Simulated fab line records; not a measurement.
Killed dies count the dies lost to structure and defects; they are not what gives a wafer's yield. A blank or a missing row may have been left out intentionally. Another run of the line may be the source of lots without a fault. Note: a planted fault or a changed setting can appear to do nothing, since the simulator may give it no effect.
Chamber matching || flow n5_finfet || rie_diel-03 running N5_MIM_TOP_ETCH_STRIP_01: 4 sister chambers
The step strips in O2. 14 wafers are shown with their chamber, then 7 later ones without.

## EACH WAFER AND ITS CHAMBER
{"wafer": "L121.3", "chamber": 0, "showerhead_plenum_p_Torr (Torr)": 2.22, "drypump_motor_current_A (A)": 5.3, "throttle_valve_pct (%)": 16.34}
{"wafer": "L121.4", "chamber": 2, "showerhead_plenum_p_Torr (Torr)": 1.98, "drypump_motor_current_A (A)": 5.2, "throttle_valve_pct (%)": 16.28}
{"wafer": "L121.6", "chamber": 2, "showerhead_plenum_p_Torr (Torr)": 1.98, "drypump_motor_current_A (A)": 5.2, "throttle_valve_pct (%)": 16.29}
{"wafer": "L122.3", "chamber": 0, "showerhead_plenum_p_Torr (Torr)": 2.22, "drypump_motor_current_A (A)": 5.2, "throttle_valve_pct (%)": 16.35}
{"wafer": "L122.4", "chamber": 3, "showerhead_plenum_p_Torr (Torr)": 2.14, "drypump_motor_current_A (A)": 5.8, "throttle_valve_pct (%)": 16.63}
{"wafer": "L122.6", "chamber": 1, "showerhead_plenum_p_Torr (Torr)": 2.19, "drypump_motor_current_A (A)": 6.0, "throttle_valve_pct (%)": 16.20}
{"wafer": "L130.2", "chamber": 0, "showerhead_plenum_p_Torr (Torr)": 2.22, "drypump_motor_current_A (A)": 5.3, "throttle_valve_pct (%)": 16.39}
{"wafer": "L130.4", "chamber": 2, "showerhead_plenum_p_Torr (Torr)": 1.98, "drypump_motor_current_A (A)": 5.2, "throttle_valve_pct (%)": 16.31}
{"wafer": "L130.6", "chamber": 1, "showerhead_plenum_p_Torr (Torr)": 2.19, "drypump_motor_current_A (A)": 5.9, "throttle_valve_pct (%)": 16.30}
{"wafer": "L133.2", "chamber": 2, "showerhead_plenum_p_Torr (Torr)": 1.98, "drypump_motor_current_A (A)": 5.2, "throttle_valve_pct (%)": 16.30}
{"wafer": "L133.5", "chamber": 2, "showerhead_plenum_p_Torr (Torr)": 1.97, "drypump_motor_current_A (A)": 5.2, "throttle_valve_pct (%)": 16.30}
{"wafer": "L133.6", "chamber": 1, "showerhead_plenum_p_Torr (Torr)": 2.18, "drypump_motor_current_A (A)": 6.0, "throttle_valve_pct (%)": 16.31}
{"wafer": "L129.1", "chamber": 3, "showerhead_plenum_p_Torr (Torr)": 2.14, "drypump_motor_current_A (A)": 5.9, "throttle_valve_pct (%)": 16.65}
{"wafer": "L129.5", "chamber": 3, "showerhead_plenum_p_Torr (Torr)": 2.13, "drypump_motor_current_A (A)": 5.9, "throttle_valve_pct (%)": 16.63}

SIGNATURES (averages over the wafers above)
{"reading": "showerhead_plenum_p_Torr", "chamber 0": 2.2200, "chamber 1": 2.1867, "chamber 2": 1.9780, "chamber 3": 2.1367, "scatter within a chamber": 0.00462}
{"reading": "drypump_motor_current_A", "chamber 0": 5.267, "chamber 1": 5.967, "chamber 2": 5.200, "chamber 3": 5.867, "scatter within a chamber": 0.0447}
{"reading": "throttle_valve_pct", "chamber 0": 16.3600, "chamber 1": 16.2700, "chamber 2": 16.2960, "chamber 3": 16.6367, "scatter within a chamber": 0.031}
Rule: for a wafer and a chamber, the distance is found by dividing, reading by reading, the gap between the wafer's reading and the chamber's mean by the reading's scatter, squaring, summing and taking the root. If the next closest chamber is less than 2 further off than the closest, the wafer can't be placed; otherwise it belongs to the closest. How the scatter is found: for the shown wafers, subtract from each reading the mean of its chamber, square and add these, divide the total by (wafers less chambers), then take the root.

## WAFERS WITH NO CHAMBER GIVEN
{"wafer": "L129.6", "showerhead_plenum_p_Torr (Torr)": 2.21, "drypump_motor_current_A (A)": 5.2, "throttle_valve_pct (%)": 16.37}
{"wafer": "L134.3", "showerhead_plenum_p_Torr (Torr)": 2.18, "drypump_motor_current_A (A)": 6.0, "throttle_valve_pct (%)": 16.26}
{"wafer": "L134.4", "showerhead_plenum_p_Torr (Torr)": 2.21, "drypump_motor_current_A (A)": 5.3, "throttle_valve_pct (%)": 16.39}
{"wafer": "L134.5", "showerhead_plenum_p_Torr (Torr)": 1.97, "drypump_motor_current_A (A)": 5.2, "throttle_valve_pct (%)": 16.34}
{"wafer": "L137.2", "showerhead_plenum_p_Torr (Torr)": 2.18, "drypump_motor_current_A (A)": 6.0, "throttle_valve_pct (%)": 16.27}
{"wafer": "L137.5", "showerhead_plenum_p_Torr (Torr)": 2.21, "drypump_motor_current_A (A)": 5.3, "throttle_valve_pct (%)": 16.42}
{"wafer": "L137.6", "showerhead_plenum_p_Torr (Torr)": 2.13, "drypump_motor_current_A (A)": 5.9, "throttle_valve_pct (%)": 16.64}

## WHICH CHAMBER EACH WENT THROUGH
{"wafer": "L129.6", "from the rows above": 0, "in truth": 0}
{"wafer": "L134.3", "from the rows above": 1, "in truth": 1}
{"wafer": "L134.4", "from the rows above": 0, "in truth": 0}
{"wafer": "L134.5", "from the rows above": 2, "in truth": 2}
{"wafer": "L137.2", "from the rows above": 1, "in truth": 1}
{"wafer": "L137.5", "from the rows above": 0, "in truth": 0}
{"wafer": "L137.6", "from the rows above": 3, "in truth": 3}
Placed correctly: 7 of 7. Left unplaced by these rows: 0. 0 placed wrongly.
